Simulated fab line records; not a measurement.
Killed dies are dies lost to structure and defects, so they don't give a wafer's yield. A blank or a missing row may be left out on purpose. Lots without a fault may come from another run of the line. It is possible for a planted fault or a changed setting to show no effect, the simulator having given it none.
A lot that was struck, set against a sound lot | flow nand harc | 15 out of 1159 route steps
Sound: the wafers L187.2, L187.4, L187.6. Wafers L195.4, L195.5, L195.6 were the ones struck. At the end, the cause is stated.
At each step with rows: each side's tool, then ch and its chambers, then its first start. Under that, the readings that differ: sound wafers | struck wafers | difference of the means | sigmas: that difference in standard deviations of wafers without a fault.
alike: words and numbers the same on both sides, and readings whose means are apart by under 2 such deviations; not compared: readings that were withheld, readings missing a value for some wafer, numbers with overlapping values and no deviation given by the record, and bounds like >300 which may hide the same value.
Wherever a step has rows on one side only, a row that says differs or no value, or a row with sigmas, the two part there. When numbers do not overlap yet have no deviation, they are printed without sigmas and do not part them. Lack of a reading on every wafer of one side parts them only where that side has two or more wafers.

first, 1 step without rows for these wafers: NHARC_P_GATE_DEVELOP_90 (time 70 s).
NHARC_P_GATE_CD_MEAS_91: the cd target is 2000 nm.
  sound on cd sem-03 ch 0, day 6 06:49; struck on cd sem-02 ch 0, day 8 19:41
  alike: cd nm
then, 1 step without rows for these wafers: NHARC_P_GATE_HARDBAKE_92 (time 80 s).
NHARC_P_GATE_DESCUM_93: chemistry O2, time 3 s.
  sound on rie diel-07 ch 0,1,2, day 6 06:58; struck on rie diel-01 ch 0,2,3, day 8 19:53
  alike: drypump motor current A, oes product au, rf vpp V, showerhead plenum p Torr, throttle valve pct
  not compared: rf hours counter h
then, 1 step without rows for these wafers: NHARC_P_GATE_IMPLANT_94.
NHARC_P_GATE_STRIP_113: strips in N2/H2, time 740 s.
  sound on plasma asher-02 ch 0,1, day 6 07:27; struck on plasma asher-01 ch 0,1, day 8 21:46
  alike: drypump motor current A, heater power w
  not compared: rf hours counter h
NHARC_P_GATE_STRIP_95: strips in O2.
  sound on plasma asher-02 ch 0,1, day 6 08:03; struck on plasma asher-01 ch 0,1, day 8 22:16
  alike: drypump motor current A, heater power w
  not compared: rf hours counter h
then, 1 step without rows for these wafers: NHARC_P_GATE_STRIP_96 (strips in SPM, time 900 s).
NHARC_P_GATE_RTA_64: time 1 s.
  sound on rtp anneal-01 ch 0, day 6 08:38; struck on rtp anneal-02 ch 0, day 8 22:54
  reading            | sound                | struck               | difference | sigmas
  lamp power pct (%) | 34.0 34.0 34.0       | 38.9 38.8 38.8       | +4.8       | +2
  wafer_temp_C_max   | 1060.4 1058.6 1058.1 | 1054.9 1054.7 1054.2 | -4.4       | -2
then, 1 step without rows for these wafers: NHARC_P_GATE_ETCH_77 (etches SiO2 in dHF, target depth 6 nm).
NHARC_P_GATE_DEGAS_109: time 60 s.
  sound on pvd sputter-02, day 6 08:55; struck on pvd sputter-03, day 8 23:08
  alike: heater power w
then, 1 step without rows for these wafers: NHARC_P_GATE_PRE_CLEAN_110 (time 30 s).
NHARC_P_GATE_SPUTTER_78: material Ni, target thk 10 nm.
  sound on pvd sputter-02, day 6 09:01; struck on pvd sputter-03, day 8 23:36
then, 2 steps without rows for these wafers: NHARC_P_GATE_SPUTTER_79 (material TiN, target thk 10 nm); NHARC_END_SORT_01.

## WHERE THEY PART
NHARC_P_GATE_RTA_64 only, going by this record. Later steps at which nothing parts them and some readings are alike: NHARC_P_GATE_DEGAS_109.

WHY: the cause the simulator had injected
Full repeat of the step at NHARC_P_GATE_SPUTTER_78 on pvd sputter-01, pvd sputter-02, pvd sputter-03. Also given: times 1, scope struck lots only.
